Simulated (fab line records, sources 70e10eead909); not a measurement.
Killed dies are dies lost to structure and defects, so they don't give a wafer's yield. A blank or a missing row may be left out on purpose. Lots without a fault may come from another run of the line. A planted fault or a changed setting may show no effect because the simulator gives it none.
Chamber matching | flow nand_harc | NHARC_A_STAIRCASE_ETCHBACK_422 on rie_diel-02: 4 sister chambers
The step etches the open film in CH3F/O2, target depth 40 nm, time 74.286 s. 4 wafers are shown with their chamber, then 8 later ones without.

WAFERS WITH THEIR CHAMBER
wafer  | chamber | showerhead_plenum_p_Torr (Torr)
L667.2 | 2       | 2.30
L675.1 | 3       | 2.40
L675.4 | 1       | 2.34
L674.1 | 0       | 2.63

WAFERS WITHOUT THEIR CHAMBER
wafer  | showerhead_plenum_p_Torr (Torr)
L674.4 | 2.40
L674.6 | 2.34
L676.1 | 2.63
L676.3 | 2.40
L676.5 | 2.34
L678.1 | 2.34
L678.4 | 2.29
L678.5 | 2.40

WHICH CHAMBER EACH WENT THROUGH
wafer  | from the rows above | in truth
L674.4 | 3                   | 3
L674.6 | 1                   | 1
L676.1 | 0                   | 0
L676.3 | 3                   | 3
L676.5 | 1                   | 1
L678.1 | 1                   | 1
L678.4 | 2                   | 2
L678.5 | 3                   | 3
Placed correctly: 8 of 8. Can't be placed from these rows: 0. Placed wrongly: 0.
How it was worked out, from the rows above alone: a wafer's distance from a chamber is the root of the sum, over the readings, of the square of ((its reading less the chamber's mean) divided by the reading's scatter). The wafer belongs to the nearest chamber; if the next one is less than 2 further off, it can't be placed. A chamber's mean is the mean of its shown wafers. The scatter: with one shown wafer a chamber, the root of the mean of the squares of how far each hidden wafer lies from its nearest shown one.
